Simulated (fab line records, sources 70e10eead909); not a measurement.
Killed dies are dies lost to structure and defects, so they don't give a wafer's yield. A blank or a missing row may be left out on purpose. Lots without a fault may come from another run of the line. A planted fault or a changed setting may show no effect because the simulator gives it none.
Chamber matching | flow nand_harc | NHARC_A_CONTACT_DESCUM_47 on rie_diel-04: 4 sister chambers
The step chemistry O2, time 3 s. 4 wafers are shown with their chamber, then 7 later ones without.

WAFERS WITH THEIR CHAMBER
wafer  | chamber | showerhead_plenum_p_Torr (Torr)
L085.5 | 3       | 1.81
L085.6 | 0       | 1.77
L093.2 | 1       | 1.90
L093.3 | 2       | 2.05

WAFERS WITHOUT THEIR CHAMBER
wafer  | showerhead_plenum_p_Torr (Torr)
L093.6 | 1.90
L096.1 | 1.80
L096.2 | 2.05
L096.4 | 1.89
L097.2 | 2.07
L097.3 | 1.80
L097.4 | 2.05

WHICH CHAMBER EACH WENT THROUGH
wafer  | from the rows above | in truth
L093.6 | 1                   | 1
L096.1 | 3                   | 3
L096.2 | 2                   | 2
L096.4 | 1                   | 1
L097.2 | 2                   | 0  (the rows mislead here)
L097.3 | 3                   | 3
L097.4 | 2                   | 2
Placed correctly: 6 of 7. Can't be placed from these rows: 0. Placed wrongly: 1.
How it was worked out, from the rows above alone: a wafer's distance from a chamber is the root of the sum, over the readings, of the square of ((its reading less the chamber's mean) divided by the reading's scatter). The wafer belongs to the nearest chamber; if the next one is less than 2 further off, it can't be placed. A chamber's mean is the mean of its shown wafers. The scatter: with one shown wafer a chamber, the root of the mean of the squares of how far each hidden wafer lies from its nearest shown one.
